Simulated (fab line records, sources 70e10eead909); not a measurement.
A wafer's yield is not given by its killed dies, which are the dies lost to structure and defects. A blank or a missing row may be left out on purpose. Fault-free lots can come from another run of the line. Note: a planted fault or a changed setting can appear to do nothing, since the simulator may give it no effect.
Struck lot and sound lot, side by side | flow nand harc | 11 out of 1302 route steps
Sound: wafers L612.1, L612.3, L612.4. Wafers struck: L604.1, L604.3, L604.4. Last of all comes the cause.
For every step that has rows: the tool of each side, followed by ch and its chambers, followed by its first start. Under that, the readings that differ: sound wafers | struck wafers | difference of the means | sigmas: that difference in standard deviations of wafers without a fault.
alike: same words and numbers on both sides, and readings whose means sit less than 2 such deviations apart. not compared: any withheld reading, any reading some wafer has no value for, any bound like >300 that may hide the same value, and any number with overlapping values for which the record gives no deviation.
The two part at a step that has a row with sigmas, a row that says differs or no value, or rows on one side only. Non-overlapping numbers with no deviation appear without sigmas and do not part them. Lack of a reading on every wafer of one side parts them only where that side has two or more wafers.

first, 3 steps without rows for these wafers: NHARC_A_STAIRCASE_WET_418 (chemistry H3PO4, target depth 20 nm); NHARC_A_STAIRCASE_PRECLEAN_419 (cleans in SC1); NHARC_A_STAIRCASE_SRD_421.
NHARC_A_STAIRCASE_ALD_420: deposits SiO2, target thk 20 nm, pulse time 6 s, ald cycles 200.
  sound on ald hk-02 ch 0,2,3, day 26 01:29; struck on ald hk-02 ch 0,2,3, day 23 02:20
  reading               | sound    | struck      | difference | sigmas
  since wet clean h (h) | 57 57 57 | 163 164 164 | +107       |
  alike: heater power w, precursor pulse height rel
then, 1 step without rows for these wafers: NHARC_A_STAIRCASE_CVD_552 (deposits SiNx, target thk 40 nm).
NHARC_A_STAIRCASE_DEP_151: deposits SiO2, target thk 7200 nm.
  sound on pecvd-03 ch 0,1,2, day 26 09:35; struck on pecvd-01 ch 0,1, day 23 07:55
  alike: heater power w
  not compared: since wet clean h
then, 1 step without rows for these wafers: NHARC_A_STAIRCASE_ANNEAL_320 (time 1800 s).
NHARC_A_STAIRCASE_DEP_322: deposits SiO2, target thk 7200 nm.
  sound on pecvd-01 ch 0,1,2, day 26 17:04; struck on pecvd-02 ch 1,2, day 23 15:26
  alike: heater power w
  not compared: since wet clean h
then, 1 step without rows for these wafers: NHARC_A_STAIRCASE_ANNEAL_323 (time 1800 s).
NHARC_A_STAIRCASE_DEP_325: deposits SiO2, target thk 7200 nm.
  sound on pecvd-02 ch 0,1, day 27 01:25; struck on pecvd-02 ch 0,1, day 23 23:21
  alike: heater power w
  not compared: since wet clean h
NHARC_A_STAIRCASE_ANNEAL_326: time 1800 s.
  sound on furnace-01 ch 0, day 27 08:42; struck on furnace-06, day 24 02:57
  no value came back on the struck wafers for run length s (s), spike tc bottom C (C), spike tc top C (C), zone power lower pct (%); on the sound wafers run length s (s) reads 1822 1822 1822

== WHERE THEY PART ==
Within this record, at NHARC_A_STAIRCASE_ANNEAL_326 only.

WHY: the cause the simulator had injected
Step skipped in full: furnace-06, at NHARC_A_STAIRCASE_ANNEAL_326, from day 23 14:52 onward. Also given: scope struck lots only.
